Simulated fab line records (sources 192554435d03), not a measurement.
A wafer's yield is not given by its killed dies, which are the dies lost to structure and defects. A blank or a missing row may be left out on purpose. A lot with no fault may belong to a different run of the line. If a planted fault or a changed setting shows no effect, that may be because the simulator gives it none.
Split-lot trial -- flow n5Finfet -- route with 1938 steps; 7 lots, 21 wafers read

== THE SPLIT ==
At N5_PASSIVATION_SPUTTER_20 (material TaN, target thk 50 nm), the setting targetThkA was moved away from the recipe's 500 angstrom on 9 of the 21 wafers read, by -9.9% to +12.2%. All remaining wafers had this setting at the recipe value.

Reading taken at the split's own step.

== THE READING ==
TaN_of_PASSIVATION_SPUTTER_20.thkNm (the simulator's own value, which no gauge read), in nm, at N5_PASSIVATION_SPUTTER_20 (material TaN, target thk 50 nm). The file gives no usual value for it. The 12 wafers here that ran the recipe average 50.4 nm, standard deviation 0.38 nm.

wafer,"tool, chamber at the split","targetThkA as run, angstrom",against the recipe,"TaN_of_PASSIVATION_SPUTTER_20.thkNm, nm",against lot-mates on the recipe
L074.1,"pvdSputter-01, -",554.6,+10.9%,55.6,+4.8
L074.5,"pvdSputter-01, -",500,recipe,51,-
L074.6,"pvdSputter-01, -",500,recipe,50.6,-
L083.3,"pvdSputter-01, -",500,recipe,51,-
L083.4,"pvdSputter-01, -",500,recipe,50.8,-
L083.5,"pvdSputter-01, -",500,recipe,50.2,-
L090.2,"pvdSputter-03, -",450.5,-9.9%,45.2,-5.0
L090.6,"pvdSputter-03, -",450.5,-9.9%,45.2,-5.0
L090.3,"pvdSputter-03, -",500,recipe,50.2,-
L095.1,"pvdSputter-02, -",464.9,-7.0%,46.6,-3.6
L095.3,"pvdSputter-02, -",464.9,-7.0%,46.6,-3.6
L095.5,"pvdSputter-02, -",500,recipe,50.2,-
L097.1,"pvdSputter-03, -",500,recipe,49.8,-
L097.3,"pvdSputter-03, -",477.3,-4.5%,47.6,-2.2
L097.5,"pvdSputter-03, -",477.3,-4.5%,47.6,-2.2
L094.1,"pvdSputter-01, -",500,recipe,50,-
L094.4,"pvdSputter-01, -",500,recipe,50,-
L094.3,"pvdSputter-01, -",500,recipe,50.2,-
L096.1,"pvdSputter-03, -",500,recipe,50.4,-
L096.2,"pvdSputter-03, -",561.2,+12.2%,56.2,+5.8
L096.6,"pvdSputter-03, -",561.2,+12.2%,56.6,+6.2

FIT RESULTS
A straight line over all 21 wafers: TaN_of_PASSIVATION_SPUTTER_20.thkNm changes by +0.509 nm for each +1% of targetThkA; r = +0.99; the points scatter about the line by 0.35 nm.
The same after taking each lot's own level away (the mean of its wafers on the recipe; 21 wafers): +0.488 nm for each +1%; r = +1.00; scatter 0.21 nm.
The reading moves by 6 nm for the largest change in targetThkA, on that fit.
Across the lots, their own levels run from 49.80 to 50.80 nm, a range of 2.6 times the standard deviation given above.
Hence the lot-to-lot level has little effect on the slope; both slopes agree.
Check: with one of the wafers moved furthest among these (+12.2%) left out of the fit, the line predicts +5.96 nm for it against its lot-mates. It came out at +5.8 nm against them.

== OTHER SPLITS APPLIED TO THESE WAFERS ==
These wafers also went through other splits before the reading. Each is held against what the fit with the lots' levels taken away leaves over:
other split on the same wafers,wafers away from the commonest value,r with TaN_of_PASSIVATION_SPUTTER_20.thkNm (lot level and that fit taken away)
N5_BEOL_M14_COAT_58 spinRpm,12,-0.10
N5_BEOL_M14_SPUTTER_43 powerW,6,+0.01
N5_BEOL_M14_DEP_53 timeS,6,+0.27
N5_MIM_BOT_SPUTTER_00 timeS,4,+0.00

== FILE'S OWN FIT ==
TaN_of_PASSIVATION_SPUTTER_20.thkNm changes by +0.482 nm for each +1% of targetThkA, r = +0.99.
